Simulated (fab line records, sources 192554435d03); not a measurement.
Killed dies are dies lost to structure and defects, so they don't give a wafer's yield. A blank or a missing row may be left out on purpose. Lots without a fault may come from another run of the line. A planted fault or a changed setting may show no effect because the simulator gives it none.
fab line records | flow n5_finfet
record lots=9 wafers=25 last_day=18
route steps=1938 shown DUMMY_GATE@241 SPACER0@260 SD_EPI_N@282 SD_EPI_P@305 SD_ACTIVATION@334 PASSIVATION@1936
lots that met no fault: from a run of the same line without faults
start_h: hours from the record's first day to the start of the lot's first wafer shown | wait_h: hours since the lot's step before | " the same as in the row above | L1.1+2: a row that stands for several wafers | - no value, or no start given | * or withheld: withheld | < > ~ a bound
route shown NAME@n: a module of which the file shows steps, and the number in the route of the first | usual: mean/standard deviation of fault-free wafers | same: alike in all rows | chamber/n: place in a boat | sites: the reading at each site | _std_site: their standard deviation | _edge_site: outer sites' mean less inner sites' | radius_mm: how far each site lies from the wafer's centre | mask NAME#n: copy n | behind: the tool/chamber that last shaped the wafer | hold: why the lot was held/for how many hours/how that ended | device: the transistor (n, p or np) that didn't switch | end of line: the same wafers' tests at the end of the route | a step without rows: its recipe alone | killed: dies lost to structure and defects at the first sort, not the wafer's yield | map: a wafer's dies, x killed, . not, _ none there
set.NAME: the setting as run; set.NAME@STEP: as run at that earlier step | model.NAME: the simulator's own value behind a step, which no gauge read
steps of the route over a sample of lots; a table a step, a row a wafer
services: from which hour (start_h, from the record's first day; less than 0 if before it) a tool's chamber was out of use, for how many hours, and why
## steps
# step N5_DUMMY_GATE_STRIP_40
# recipe chemistry=CF4 resist=SiARC power_w=300 bias_power_w=75 pressure_mtorr=50 cf4_flow_sccm=150 rf_frequency_hz=6e+07
# usual cf4_flow_sccm=150.1/0.46 chamber_pressure_mTorr=50.00/0.057 drypump_motor_current_A=5.7/0.45 oes_product_au=0.77/0.072 power_w=300.1/0.91 rf_vpp_V=270.7/1.7 showerhead_plenum_p_Torr=1.78/0.064 throttle_valve_pct=13.61/0.21
# columns lot.wafer tool chamber start_h wait_h cf4_flow_sccm chamber_pressure_mTorr drypump_motor_current_A oes_product_au power_w rf_hours_counter_h rf_vpp_V showerhead_plenum_p_Torr throttle_valve_pct
L177.3 rie_diel-02 3 49.08 0.1 150.3 50.02 5.4 0.76 300.7 116 269.0 1.80 13.55
L177.4 " 2 " " 149.7 49.94 5.8 0.72 300.6 179 272.1 1.78 13.51
L177.5 " 0 " " 150.0 49.92 5.0 0.81 300.7 - 266.2 1.67 13.57
L178.2 rie_diel-04 0 52.61 0.1 150.2 49.95 6.3 0.81 299.8 79 267.8 1.69 13.61
L178.3 " 1 " " 150.7 50.04 6.2 0.82 300.3 64 270.6 1.82 13.42
L178.5 " 1 " " 149.9 49.98 6.2 0.82 299.7 - 271.3 1.82 13.42
L183.2 rie_diel-03 2 82.98 0.3 150.1 49.93 5.7 0.88 300.6 25 274.8 1.83 13.45
L183.4 " 1 " " 150.4 50.00 5.8 0.69 300.1 233 272.4 1.83 13.81
L183.5 " 2 " " 150.9 50.01 5.7 0.88 301.2 - 272.2 1.83 13.46
L187.2 rie_diel-04 1 110.18 0.1 150.1 50.10 6.2 0.80 299.4 73 271.1 1.82 13.44
L187.4 " 3 " " 150.4 50.04 6.1 0.70 301.4 242 270.0 1.76 13.85
L187.6 " 1 " " 149.9 49.94 6.2 0.82 297.5 - 270.0 1.82 13.42
L191.1 rie_diel-02 3 129.56 0.3 149.8 50.01 5.4 0.74 300.6 143 269.5 1.80 13.62
L191.3 " 2 " " 150.2 50.02 5.7 0.69 297.4 208 271.7 1.78 13.59
L191.4 " 0 " " 150.2 49.99 5.0 0.78 299.6 132 267.7 1.66 13.64
L193.1 rie_diel-03 1 143.06 0.1 149.3 49.98 5.8 0.67 299.9 251 271.7 1.83 13.84
L193.2 " 0 " " 149.5 49.90 5.4 0.73 300.2 172 271.6 1.80 14.03
L193.3 " 2 " " 150.3 50.06 5.7 0.85 300.3 43 273.2 1.82 13.52
L196.4 rie_diel-02 2 163.95 0.1 150.7 49.99 5.8 0.68 299.5 219 271.6 1.77 13.61
L196.6 " 2 " " 149.6 49.92 5.8 0.68 300.4 - 269.9 1.77 13.61
L197.2 rie_diel-04 3 168.71 0.1 149.4 50.03 6.0 0.95 301.1 2 271.3 1.76 13.32
L197.3 " 0 " " 150.1 50.12 6.4 0.78 300.9 110 267.8 1.68 13.68
L197.6 " 0 " " 150.5 50.03 6.3 0.79 300.3 - 269.2 1.68 13.70
L199.4 rie_diel-03 1 183.71 0.1 149.3 49.99 5.8 0.95 298.8 3 272.1 1.82 13.28
L199.6 " 0 " " 150.7 49.97 5.4 0.72 301.0 - 272.8 1.80 14.05
# step N5_DUMMY_GATE_STRIP_48
# recipe chemistry=N2/H2 time_s=20 power_w=100 temp_c=40 pressure_mtorr=100 rf_frequency_hz=6e+07 bias_power_w=3 n2_flow_sccm=300 h2_flow_sccm=300
# usual chamber_pressure_mTorr=100.00/0.1 drypump_motor_current_A=5.7/0.41 h2_flow_sccm=300.0/0.83 oes_product_au=0.79/0.083 rf_vpp_V=45.3/0.91 showerhead_plenum_p_Torr=3.38/0.12 throttle_valve_pct=12.26/0.23
# columns lot.wafer tool chamber start_h wait_h chamber_pressure_mTorr drypump_motor_current_A h2_flow_sccm oes_product_au rf_hours_counter_h rf_vpp_V showerhead_plenum_p_Torr throttle_valve_pct
L177.3 rie_diel-03 0 49.74 0.0 99.95 5.4 299.4 0.76 142 44.7 3.38 12.52
L177.4 " 3 " " 99.97 6.3 300.1 0.86 59 45.4 3.56 12.02
L177.5 " 1 " " 99.98 5.8 298.1 0.70 - 46.2 3.49 12.56
L178.2 rie_diel-04 2 53.25 0.0 100.02 5.5 300.8 0.69 225 47.4 3.46 12.44
L178.3 " 3 " " 99.97 6.1 300.2 0.72 234 44.1 3.33 12.44
L178.5 " 0 " " 99.96 6.4 300.3 0.82 - 44.2 3.14 12.13
L183.2 rie_diel-03 3 83.64 0.0 100.17 6.3 299.6 0.84 71 45.4 3.55 12.06
L183.4 " 0 " " 99.84 5.4 299.4 0.75 154 45.4 3.37 12.54
L183.5 " 2 " " 99.79 5.7 299.8 0.90 - 45.5 3.44 12.04
L187.2 rie_diel-02 3 110.82 0.0 100.04 5.5 300.0 0.74 139 46.0 3.38 12.18
L187.4 " 1 " " 100.01 5.2 298.6 0.97 6 45.2 3.32 11.81
L187.6 " 0 " " 99.87 5.0 299.3 0.80 - 45.1 3.15 12.28
L191.1 rie_diel-03 1 130.20 0.0 100.09 5.8 300.1 0.69 247 45.6 3.48 12.62
L191.3 " 0 " " 100.03 5.4 300.0 0.74 168 44.4 3.37 12.57
L191.4 " 2 " " 100.03 5.8 300.1 0.88 38 46.5 3.44 12.06
L193.1 rie_diel-03 3 143.70 0.0 99.93 6.3 299.3 0.84 89 46.1 3.54 12.09
L193.2 " 1 " " 100.08 5.8 300.0 0.70 251 46.0 3.48 12.64
L193.3 " 0 " " 99.96 5.4 300.3 0.73 172 46.0 3.36 12.60
L196.4 rie_diel-04 1 164.65 0.0 100.02 6.2 299.1 0.80 - 45.1 3.41 12.09
L196.6 " 0 " " 100.01 6.4 300.3 0.79 - 44.4 3.13 12.17
L197.2 rie_diel-03 2 169.36 0.0 100.07 5.7 299.7 0.85 54 44.5 3.43 12.12
L197.3 " 0 " " 100.12 5.4 300.1 0.71 183 45.5 3.36 12.62
L197.6 " 0 " " 99.97 5.4 300.4 0.71 - 44.3 3.36 12.62
L199.4 rie_diel-03 2 184.40 0.0 99.95 5.7 299.7 0.85 58 45.0 3.43 12.13
L199.6 " 2 " " 99.97 5.7 299.0 0.84 - 45.4 3.43 12.13
# step N5_SPACER0_ALD_08
# recipe material=SiNx target_thk_a=20 temp_c=400 ald_precursor_family=SiH2I2 ald_co_reactant=N2/H2-plasma pressure_torr=2
# usual heater_power_w=836/74
# columns lot.wafer tool chamber start_h wait_h heater_power_w since_wet_clean_h
L177.3 ald_sin-03 0 50.48 0.1 850 43
L177.4 " 1 " " 835 43
L177.5 " 1 " " 859 -
L178.2 ald_sin-03 3 53.88 0.1 734 46
L178.3 " 2 " " 871 46
L178.5 " 0 " " 823 -
L183.2 ald_sin-04 1 84.49 0.3 768 181
L183.4 " 1 " " 754 -
L183.5 " 0 " " 792 -
L187.2 ald_sin-03 2 111.46 0.1 884 104
L187.4 " 3 " " 736 104
L187.6 " 1 " " 866 -
L191.1 ald_sin-01 3 130.84 0.1 945 320
L191.3 " 0 " " 948 320
L191.4 " 2 " " 720 320
L193.1 ald_sin-01 2 144.34 0.1 713 333
L193.2 " 0 " " 959 333
L193.3 " 1 " " 833 333
L196.4 ald_sin-03 3 165.57 0.1 744 158
L196.6 " 2 " " 855 -
L197.2 ald_sin-01 0 169.99 0.1 957 359
L197.3 " 1 " " 806 359
L197.6 " 2 " " 712 -
L199.4 ald_sin-03 3 186.85 0.1 736 179
L199.6 " 3 " " 743 -
# step N5_SD_EPI_N_STRIP_38
# recipe chemistry=N2/H2 power_w=1000 temp_c=250 h2_frac=0.65 overash_fraction=0.3 pressure_mtorr=withheld n2_flow_sccm=1750 h2_flow_sccm=3250
# usual drypump_motor_current_A=5.8/0.3 h2_flow_sccm=3252/9.7 heater_power_w=356/32 oes_product_au=0.763/0.01
# same overash_fraction=0.3
# columns lot.wafer tool chamber start_h wait_h drypump_motor_current_A h2_flow_sccm heater_power_w oes_product_au rf_hours_counter_h
L177.3 plasma_asher-02 0 51.93 0.1 5.5 3250 373 0.748 -
L177.4 " 1 " " 5.9 3241 370 0.778 -
L177.5 " 1 " " 5.9 3241 373 0.762 -
L178.2 plasma_asher-02 1 55.31 0.1 6.0 3270 371 0.754 31
L178.3 " 0 " " 5.5 3246 365 0.772 -
L178.5 " 1 " " 6.0 3252 366 0.761 -
L183.2 plasma_asher-02 0 85.85 0.1 5.5 3257 364 0.759 38
L183.4 " 0 " " 5.5 3256 369 0.761 -
L183.5 " 1 " " 6.0 3239 364 0.767 -
L187.2 plasma_asher-02 0 113.32 0.1 5.5 3257 361 0.747 42
L187.4 " 1 " " 6.0 3263 370 0.761 -
L187.6 " 0 " " 5.5 3255 367 0.758 -
L191.1 plasma_asher-02 1 132.93 0.1 6.0 3247 368 0.750 46
L191.3 " 1 " " 5.9 3255 366 0.776 -
L191.4 " 0 " " 5.5 3248 363 0.755 -
L193.1 plasma_asher-02 0 146.45 0.1 5.5 3250 363 0.735 48
L193.2 " 1 " " 6.0 3244 376 0.766 48
L193.3 " 1 " " 5.9 3245 373 0.778 -
L196.4 plasma_asher-01 1 167.02 0.1 6.1 3258 384 0.751 -
L196.6 " 0 " " 5.4 3244 299 0.759 -
L197.2 plasma_asher-01 0 171.30 0.1 5.4 3263 304 0.760 110
L197.3 " 0 " " 5.3 3257 299 0.755 -
L197.6 " 0 " " 5.4 3251 304 0.768 -
L199.4 plasma_asher-01 0 188.29 0.1 5.4 3248 300 0.772 -
L199.6 " 0 " " 5.4 3258 301 0.762 -
# step N5_SD_EPI_N_INSPECT_26
# recipe inspect_instrument=darkfield mode=post_epi
# usual raw_defect_count=210/38
# columns lot.wafer tool chamber start_h wait_h raw_defect_count
L177.3 defect_inspect-02 - 55.07 0.1 180
L177.4 " - " " 205
L177.5 " - " " 145
L178.2 defect_inspect-01 - 58.50 0.1 166
L178.3 " - " " 181
L178.5 " - " " 141
L183.2 defect_inspect-02 - 89.01 0.1 211
L183.4 " - " " 209
L183.5 " - " " 256
L187.2 defect_inspect-02 - 117.09 0.1 286
L187.4 " - " " 234
L187.6 " - " " 216
L191.1 defect_inspect-02 - 136.86 0.1 619
L191.3 " - " " 643
L191.4 " - " " 718
L193.1 defect_inspect-01 - 149.63 0.1 625
L193.2 " - " " 539
L193.3 " - " " 620
L196.4 defect_inspect-01 - 170.26 0.0 248
L196.6 " - " " 197
L197.2 defect_inspect-01 - 174.46 0.1 231
L197.3 " - " " 207
L197.6 " - " " 218
L199.4 defect_inspect-01 - 192.56 0.1 183
L199.6 " - " " 173
# step N5_SD_EPI_P_INSPECT_11
# recipe mode=adi inspect_instrument=macro
# usual raw_defect_count=2.0/1.4
# columns lot.wafer tool chamber start_h wait_h raw_defect_count
L177.3 defect_inspect-02 - 55.54 0.0 2
L177.4 " - " " 4
L177.5 " - " " 2
L178.2 defect_inspect-02 - 58.82 0.0 2
L178.3 " - " " 4
L178.5 " - " " 0
L183.2 defect_inspect-02 - 89.34 0.0 4
L183.4 " - " " 1
L183.5 " - " " 2
L187.2 defect_inspect-01 - 117.54 0.0 2
L187.4 " - " " 0
L187.6 " - " " 2
L191.1 defect_inspect-02 - 137.19 0.0 >300
L191.3 " - " " >300
L191.4 " - " " >300
L193.1 defect_inspect-01 - 150.09 0.0 >300
L193.2 " - " " >300
L193.3 " - " " >300
L196.4 defect_inspect-02 - 170.63 0.0 2
L196.6 " - " " 4
L197.2 defect_inspect-01 - 174.79 0.0 3
L197.3 " - " " 4
L197.6 " - " " 2
L199.4 defect_inspect-01 - 192.89 0.0 3
L199.6 " - " " 0
# step N5_SD_EPI_P_INSPECT_26
# recipe inspect_instrument=darkfield mode=post_epi
# usual raw_defect_count=182/38
# columns lot.wafer tool chamber start_h wait_h raw_defect_count
L177.3 defect_inspect-01 - 59.29 0.0 112
L177.4 " - " " 168
L177.5 " - " " 96
L178.2 defect_inspect-01 - 62.90 0.0 165
L178.3 " - " " 129
L178.5 " - " " 157
L183.2 defect_inspect-02 - 93.14 0.0 251
L183.4 " - " " 173
L183.5 " - " " 273
L187.2 defect_inspect-02 - 121.34 0.0 297
L187.4 " - " " 179
L187.6 " - " " 165
L191.1 defect_inspect-01 - 140.94 0.0 569
L191.3 " - " " 639
L191.4 " - " " 607
L193.1 defect_inspect-01 - 154.41 0.0 655
L193.2 " - " " 535
L193.3 " - " " 575
L196.4 defect_inspect-01 - 174.74 0.0 175
L196.6 " - " " 161
L197.2 defect_inspect-01 - 178.55 0.0 214
L197.3 " - " " 186
L197.6 " - " " 209
L199.4 defect_inspect-02 - 197.48 0.0 144
L199.6 " - " " 130
# step N5_SD_ACTIVATION_INSPECT_02
# recipe inspect_instrument=darkfield mode=post_anneal
# usual raw_defect_count=183/40
# columns lot.wafer tool chamber start_h wait_h raw_defect_count
L177.3 defect_inspect-01 - 60.05 0.1 118
L177.4 " - " " 148
L177.5 " - " " 97
L178.2 defect_inspect-02 - 63.66 0.1 181
L178.3 " - " " 138
L178.5 " - " " 155
L183.2 defect_inspect-02 - 93.90 0.1 263
L183.4 " - " " 173
L183.5 " - " " 264
L187.2 defect_inspect-02 - 122.09 0.1 293
L187.4 " - " " 172
L187.6 " - " " 167
L191.1 defect_inspect-01 - 141.70 0.2 571
L191.3 " - " " 645
L191.4 " - " " 590
L193.1 defect_inspect-01 - 155.18 0.2 645
L193.2 " - " " 533
L193.3 " - " " 578
L196.4 defect_inspect-02 - 175.49 0.1 186
L196.6 " - " " 165
L197.2 defect_inspect-02 - 179.32 0.1 227
L197.3 " - " " 197
L197.6 " - " " 211
L199.4 defect_inspect-01 - 198.23 0.1 140
L199.6 " - " " 134
# step N5_PASSIVATION_PROBE_49
# usual killed_at_M0_to_M3=31/11 killed_at_M4_up=14/5.1 killed_at_contacts=12/5.6 killed_at_front_end=42/12 killed_at_other=3.8/2.9 killed_dies=103/18 killed_open=67/14 killed_short=33/8
# same gross_dies=1180 killed_at_back_side=0
# columns lot.wafer tool chamber start_h wait_h killed_at_M0_to_M3 killed_at_M4_up killed_at_contacts killed_at_front_end killed_at_other killed_dies killed_open killed_short
L191.1 prober-01 - 379.42 0.0 19 10 18 157 3 207 65 25
L191.3 prober-01 - 379.52 0.1 37 13 15 164 0 229 94 21
L191.4 prober-01 - 379.57 0.2 32 8 24 146 5 215 69 31
L193.1 prober-02 - 384.22 0.0 46 5 13 178 2 244 90 37
L193.2 prober-02 - 384.27 0.1 38 10 7 154 3 212 63 34
L193.3 prober-02 - 384.32 0.1 48 6 7 152 4 217 66 29
# killed by level:class
L191.1 SD_EPI_N:unspecified=116 MOL_CONTACT_COAG:geometric_particle:open=14 FIN_SAQP:geometric_particle:open=10 FIN_SAQP:geometric_particle:short=7 DUMMY_GATE:geometric_particle:open=6 BEOL_M2:geometric_particle:open=6 BEOL_M5:geometric_particle:open=6 STI_FIN_REVEAL:geometric_particle:open=5
L191.3 SD_EPI_N:unspecified=114 FIN_SAQP:geometric_particle:open=13 DUMMY_GATE:geometric_particle:open=13 MOL_CONTACT_COAG:geometric_particle:open=13 BEOL_M0_SAQP:geometric_particle:open=11 BEOL_M1:geometric_particle:open=8 STI_FIN_REVEAL:geometric_particle:open=7 BEOL_M2:geometric_particle:open=6
L191.4 SD_EPI_N:unspecified=114 MOL_CONTACT_COAG:geometric_particle:open=19 STI_FIN_REVEAL:geometric_particle:open=9 BEOL_M0_SAQP:geometric_particle:open=9 FIN_SAQP:geometric_particle:open=6 BEOL_M2:geometric_particle:open=6 MOL_CONTACT_COAG:geometric_particle:short=5 BEOL_M0_SAQP:geometric_particle:short=5
L193.1 SD_EPI_N:unspecified=110 STI_FIN_REVEAL:geometric_particle:open=24 BEOL_M3:geometric_particle:open=13 MOL_CONTACT_COAG:geometric_particle:open=11 FIN_SAQP:geometric_particle:short=10 BEOL_M2:geometric_particle:open=10 BEOL_M1:geometric_particle:open=9 FIN_SAQP:geometric_particle:open=6
L193.2 SD_EPI_N:unspecified=114 FIN_SAQP:geometric_particle:open=13 FIN_SAQP:geometric_particle:short=12 BEOL_M0_SAQP:geometric_particle:open=11 BEOL_M3:geometric_particle:open=8 BEOL_M1:geometric_particle:open=7 MOL_CONTACT_COAG:geometric_particle:open=6 BEOL_M0_SAQP:geometric_particle:short=5
L193.3 SD_EPI_N:unspecified=112 FIN_SAQP:geometric_particle:open=12 BEOL_M0_SAQP:geometric_particle:short=12 BEOL_M3:geometric_particle:open=11 BEOL_M0_SAQP:geometric_particle:open=10 BEOL_M1:geometric_particle:open=7 MOL_CONTACT_COAG:geometric_particle:open=6 HKMG_FIN:area_etch=6
## services
# columns tool chamber start_h hours kind
rie_diel-02 3 27.58 6.2 repair
rie_diel-03 2 32.31 2.2 repair
plasma_asher-01 - 32.92 4.2 repair
rie_diel-04 - 69.57 28.1 pm
plasma_asher-02 - 76.29 0.6 repair
ald_sin-04 3 78.90 5.6 repair
ald_sin-04 2 82.36 6.0 repair
rie_diel-02 - 102.59 2.8 pm
rie_diel-04 3 136.92 - clean
rie_diel-04 3 136.92 - consumable_replace:focus_ring
rie_diel-04 3 136.92 28.0 scheduled_down
rie_diel-04 3 136.92 28.0 vent_cycle
rie_diel-03 1 144.94 3.3 repair
rie_diel-03 1 148.25 - clean
rie_diel-03 1 148.25 - consumable_replace:esc
rie_diel-03 1 148.25 - consumable_replace:focus_ring
rie_diel-03 1 148.25 23.6 scheduled_down
rie_diel-03 1 148.25 23.6 vent_cycle
ald_sin-03 1 155.05 4.3 repair
ald_sin-04 3 161.32 9.1 repair
rie_diel-04 2 165.08 - clean
rie_diel-04 2 165.08 - consumable_replace:focus_ring
rie_diel-04 2 165.08 20.6 scheduled_down
ald_sin-01 - 178.60 14.0 pm
## key
first_sign step=N5_SD_EPI_N_INSPECT_26 reading=raw_defect_count direction=up sigmas=11 usual=210 struck=627
effect step=N5_SD_EPI_P_INSPECT_11 reading=raw_defect_count direction=up sigmas=99+ usual=2.0 struck=>300
effect step=N5_SD_EPI_P_INSPECT_26 reading=raw_defect_count direction=up sigmas=11 usual=182 struck=597
effect step=N5_SD_ACTIVATION_INSPECT_02 reading=raw_defect_count direction=up sigmas=10 usual=183 struck=594
effect step=N5_PASSIVATION_PROBE_49 reading=killed_at_front_end direction=up sigmas=9.4 usual=42 struck=158
more_kills_born_at N5_SD_EPI_N_STRIP_38@plasma_asher-02=680
met_at N5_SD_EPI_N_STRIP_38
struck_lots L191,L193
tester_left_out L191,L193
not_acting_at N5_DUMMY_GATE_STRIP_40,N5_DUMMY_GATE_STRIP_48,N5_SPACER0_ALD_08
onset_between 113.32 132.93
fault kind=chamber_particle_source tool=plasma_asher-02 chamber=- onset_h=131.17 steps=N5_SD_EPI_N_STRIP_38 rate_per_visit_cm2=0.61044 end_h=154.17
# tester_left_out: of these lots the tester's yield and bins aren't shown, on N5 and GAA mostly nor the transistor test; their killed dies are dies lost to structure and defects alone, not to doping, threshold or leakage, so they don't give the yield
